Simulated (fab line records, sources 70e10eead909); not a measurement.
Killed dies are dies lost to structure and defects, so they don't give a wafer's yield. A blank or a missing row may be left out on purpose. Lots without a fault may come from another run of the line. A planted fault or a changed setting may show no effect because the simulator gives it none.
Chamber matching | flow nand_harc | NHARC_A_ZERO_WELL_ETCH_19 on rie_diel-07: 4 sister chambers
The step etches the open film in N2/H2, target depth 80 nm, overetch 24 nm, time 87.88 s. 4 wafers are shown with their chamber, then 8 later ones without.

WAFERS WITH THEIR CHAMBER
wafer  | chamber | rf_vpp_V (V)
L086.6 | 2       | 434.6
L087.1 | 1       | 426.6
L087.4 | 0       | 430.8
L090.3 | 3       | 435.2

WAFERS WITHOUT THEIR CHAMBER
wafer  | rf_vpp_V (V)
L090.5 | 434.0
L090.6 | 426.4
L097.1 | 431.7
L097.3 | 433.6
L097.4 | 432.4
L096.1 | 431.2
L096.3 | 425.8
L096.4 | 432.9

WHICH CHAMBER EACH WENT THROUGH
wafer  | from the rows above          | in truth
L090.5 | can't be placed: 2 or 3      | 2
L090.6 | 1                            | 1
L097.1 | can't be placed: 0 or 2      | 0
L097.3 | can't be placed: 2 or 3 or 0 | 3
L097.4 | can't be placed: 0 or 2 or 3 | 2
L096.1 | 0                            | 0
L096.3 | 1                            | 1
L096.4 | can't be placed: 2 or 0 or 3 | 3
Placed correctly: 3 of 8. Can't be placed from these rows: 5 (the true chamber is among the candidates in 5). Placed wrongly: 0.
How it was worked out, from the rows above alone: a wafer's distance from a chamber is the root of the sum, over the readings, of the square of ((its reading less the chamber's mean) divided by the reading's scatter). The wafer belongs to the nearest chamber; if the next one is less than 2 further off, it can't be placed. A chamber's mean is the mean of its shown wafers. The scatter: with one shown wafer a chamber, the root of the mean of the squares of how far each hidden wafer lies from its nearest shown one.
